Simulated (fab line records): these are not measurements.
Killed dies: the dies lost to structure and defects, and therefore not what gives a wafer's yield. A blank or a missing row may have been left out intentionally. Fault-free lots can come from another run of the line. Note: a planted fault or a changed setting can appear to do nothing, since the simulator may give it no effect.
Split-lot study :: flow n5 finfet :: 7 lots, 39 wafers read, on a route of 1938 steps

== THE SPLIT ITSELF ==
At N5_BEOL_M13_SPUTTER_44 (material Ta, target thk 10 nm, time 16.13 s), the setting time s was moved away from the recipe's 16.13 s on 15 of the 39 wafers read, by -52.9% to +58.9%. For the rest of the wafers, this setting stayed at what the recipe calls for.

== FROM THE SPLIT TO THE READING: what the file shows between them, 3 steps ==
- N5_BEOL_M13_SPUTTER_45: material Cu, target thk 80 nm, time 13.33 s
- N5_BEOL_M13_ECD_47: material Cu, target thk 936 nm
- N5_BEOL_M13_ANNEAL_48: time 90 s

== THE READING ==
barrier field endpoint s, in s, at N5_BEOL_M13_CMP_49 (polishes, stops on SiOC, t overpolish 17.1 s, target thk 420 nm). On this fab line, fault-free wafers typically give 30.2 s with a standard deviation of 0.68 s.

wafer: L074.4
tool, chamber at the split: pvd sputter-03, -
time s as run, s: 10.16
against the recipe: -37.0%
barrier field endpoint s, s: 25.8
against lot-mates on the recipe: -4.5

wafer: L074.1
tool, chamber at the split: pvd sputter-03, -
time s as run, s: 16.13
against the recipe: recipe
barrier field endpoint s, s: 30.1
against lot-mates on the recipe: -

wafer: L074.2
tool, chamber at the split: pvd sputter-03, -
time s as run, s: 16.13
against the recipe: recipe
barrier field endpoint s, s: 30.4
against lot-mates on the recipe: -

wafer: L074.3
tool, chamber at the split: pvd sputter-03, -
time s as run, s: 10.16
against the recipe: -37.0%
barrier field endpoint s, s: 26.1
against lot-mates on the recipe: -4.2

wafer: L074.6
tool, chamber at the split: pvd sputter-03, -
time s as run, s: 10.16
against the recipe: -37.0%
barrier field endpoint s, s: 25.5
against lot-mates on the recipe: -4.8

wafer: L074.5
tool, chamber at the split: pvd sputter-03, -
time s as run, s: 16.13
against the recipe: recipe
barrier field endpoint s, s: 30.3
against lot-mates on the recipe: -

wafer: L076.2
tool, chamber at the split: pvd sputter-03, -
time s as run, s: 16.13
against the recipe: recipe
barrier field endpoint s, s: 30.8
against lot-mates on the recipe: -

wafer: L076.1
tool, chamber at the split: pvd sputter-03, -
time s as run, s: 16.13
against the recipe: recipe
barrier field endpoint s, s: 31.1
against lot-mates on the recipe: -

wafer: L076.5
tool, chamber at the split: pvd sputter-03, -
time s as run, s: 16.13
against the recipe: recipe
barrier field endpoint s, s: 30.0
against lot-mates on the recipe: -

wafer: L077.1
tool, chamber at the split: pvd sputter-01, -
time s as run, s: 25.53
against the recipe: +58.3%
barrier field endpoint s, s: 37.3
against lot-mates on the recipe: +6.6

wafer: L077.3
tool, chamber at the split: pvd sputter-01, -
time s as run, s: 16.13
against the recipe: recipe
barrier field endpoint s, s: 30.5
against lot-mates on the recipe: -

wafer: L077.2
tool, chamber at the split: pvd sputter-01, -
time s as run, s: 16.13
against the recipe: recipe
barrier field endpoint s, s: 30.8
against lot-mates on the recipe: -

wafer: L077.4
tool, chamber at the split: pvd sputter-01, -
time s as run, s: 25.53
against the recipe: +58.3%
barrier field endpoint s, s: 38.9
against lot-mates on the recipe: +8.2

wafer: L077.5
tool, chamber at the split: pvd sputter-01, -
time s as run, s: 25.53
against the recipe: +58.3%
barrier field endpoint s, s: 38.2
against lot-mates on the recipe: +7.5

wafer: L077.6
tool, chamber at the split: pvd sputter-01, -
time s as run, s: 16.13
against the recipe: recipe
barrier field endpoint s, s: 30.7
against lot-mates on the recipe: -

wafer: L081.2
tool, chamber at the split: pvd sputter-01, -
time s as run, s: 25.63
against the recipe: +58.9%
barrier field endpoint s, s: 36.6
against lot-mates on the recipe: +7.0

wafer: L081.4
tool, chamber at the split: pvd sputter-01, -
time s as run, s: 16.13
against the recipe: recipe
barrier field endpoint s, s: 29.1
against lot-mates on the recipe: -

wafer: L081.1
tool, chamber at the split: pvd sputter-01, -
time s as run, s: 16.13
against the recipe: recipe
barrier field endpoint s, s: 30.5
against lot-mates on the recipe: -

wafer: L081.3
tool, chamber at the split: pvd sputter-01, -
time s as run, s: 25.63
against the recipe: +58.9%
barrier field endpoint s, s: 37.3
against lot-mates on the recipe: +7.7

wafer: L081.6
tool, chamber at the split: pvd sputter-01, -
time s as run, s: 16.13
against the recipe: recipe
barrier field endpoint s, s: 29.3
against lot-mates on the recipe: -

wafer: L081.5
tool, chamber at the split: pvd sputter-01, -
time s as run, s: 25.63
against the recipe: +58.9%
barrier field endpoint s, s: 36.1
against lot-mates on the recipe: +6.5

wafer: L083.1
tool, chamber at the split: pvd sputter-01, -
time s as run, s: 9.857
against the recipe: -38.9%
barrier field endpoint s, s: 24.8
against lot-mates on the recipe: -5.2

wafer: L083.3
tool, chamber at the split: pvd sputter-01, -
time s as run, s: 16.13
against the recipe: recipe
barrier field endpoint s, s: 29.9
against lot-mates on the recipe: -

wafer: L083.4
tool, chamber at the split: pvd sputter-01, -
time s as run, s: 9.857
against the recipe: -38.9%
barrier field endpoint s, s: 25.4
against lot-mates on the recipe: -4.6

wafer: L083.2
tool, chamber at the split: pvd sputter-01, -
time s as run, s: 16.13
against the recipe: recipe
barrier field endpoint s, s: 29.7
against lot-mates on the recipe: -

wafer: L083.6
tool, chamber at the split: pvd sputter-01, -
time s as run, s: 16.13
against the recipe: recipe
barrier field endpoint s, s: 30.3
against lot-mates on the recipe: -

wafer: L083.5
tool, chamber at the split: pvd sputter-01, -
time s as run, s: 9.857
against the recipe: -38.9%
barrier field endpoint s, s: 25.6
against lot-mates on the recipe: -4.4

wafer: L091.1
tool, chamber at the split: pvd sputter-02, -
time s as run, s: 16.13
against the recipe: recipe
barrier field endpoint s, s: 29.8
against lot-mates on the recipe: -

wafer: L091.4
tool, chamber at the split: pvd sputter-02, -
time s as run, s: 16.13
against the recipe: recipe
barrier field endpoint s, s: 30.1
against lot-mates on the recipe: -

wafer: L091.2
tool, chamber at the split: pvd sputter-02, -
time s as run, s: 16.13
against the recipe: recipe
barrier field endpoint s, s: 30.0
against lot-mates on the recipe: -

wafer: L091.3
tool, chamber at the split: pvd sputter-02, -
time s as run, s: 16.13
against the recipe: recipe
barrier field endpoint s, s: 29.6
against lot-mates on the recipe: -

wafer: L091.5
tool, chamber at the split: pvd sputter-02, -
time s as run, s: 16.13
against the recipe: recipe
barrier field endpoint s, s: 30.1
against lot-mates on the recipe: -

wafer: L091.6
tool, chamber at the split: pvd sputter-02, -
time s as run, s: 16.13
against the recipe: recipe
barrier field endpoint s, s: 29.8
against lot-mates on the recipe: -

wafer: L097.3
tool, chamber at the split: pvd sputter-02, -
time s as run, s: 7.595
against the recipe: -52.9%
barrier field endpoint s, s: 23.5
against lot-mates on the recipe: -7.6

wafer: L097.2
tool, chamber at the split: pvd sputter-02, -
time s as run, s: 16.13
against the recipe: recipe
barrier field endpoint s, s: 31.4
against lot-mates on the recipe: -

wafer: L097.1
tool, chamber at the split: pvd sputter-02, -
time s as run, s: 16.13
against the recipe: recipe
barrier field endpoint s, s: 31.3
against lot-mates on the recipe: -

wafer: L097.4
tool, chamber at the split: pvd sputter-02, -
time s as run, s: 7.595
against the recipe: -52.9%
barrier field endpoint s, s: 23.8
against lot-mates on the recipe: -7.3

wafer: L097.5
tool, chamber at the split: pvd sputter-02, -
time s as run, s: 16.13
against the recipe: recipe
barrier field endpoint s, s: 30.7
against lot-mates on the recipe: -

wafer: L097.6
tool, chamber at the split: pvd sputter-02, -
time s as run, s: 7.595
against the recipe: -52.9%
barrier field endpoint s, s: 24.0
against lot-mates on the recipe: -7.1

FIT RESULTS
A straight line over all 39 wafers: barrier field endpoint s changes by +0.123 s for each +1% of time s; r = +0.99; the points scatter about the line by 0.62 s.
The same after taking each lot's own level away (the mean of its wafers on the recipe; 39 wafers): +0.126 s for each +1%; r = +0.99; scatter 0.45 s.
Per that fit: largest time s move, reading shift of 7.4 s.
The lots' own levels span 29.63 to 31.13 s, that is 2.2 times the standard deviation above.
Consequently the slope shifts little with the lot-to-lot level, the two slopes agreeing.
Check: with one of the wafers moved furthest among these (+58.9%) left out of the fit, the line predicts +7.47 s for it against its lot-mates. It came out at +6.97 s against them.

== OTHER SPLITS APPLIED TO THESE WAFERS ==
Other splits were also applied to these wafers ahead of the reading. Each is held against what the fit with the lots' levels taken away leaves over:
other split on the same wafers: N5_BEOL_M8_TRENCH_ETCH_37 time s
wafers away from the commonest value: 9
r with barrier field endpoint s (lot level and that fit taken away): +0.08

== THE WHOLE CHAIN: every reading that the file lists as answering this split, in the file's order ==
step: N5_BEOL_M13_SPUTTER_44
what it does: material Ta, target thk 10 nm, time 16.13 s
reading: Ta_of_BEOL_M13_SPUTTER_44.thk nm (the simulator's own value, which no gauge read)
change (the file's fit): +0.0991 nm for each +1% of the setting
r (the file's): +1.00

step: N5_BEOL_M13_CMP_49
what it does: polishes, stops on SiOC, t overpolish 17.1 s, target thk 420 nm
reading: barrier field endpoint s
change (the file's fit): +0.127 s for each +1% of the setting
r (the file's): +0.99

== FILE'S OWN FIT ==
barrier field endpoint s changes by +0.127 s for each +1% of time s, r = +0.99.
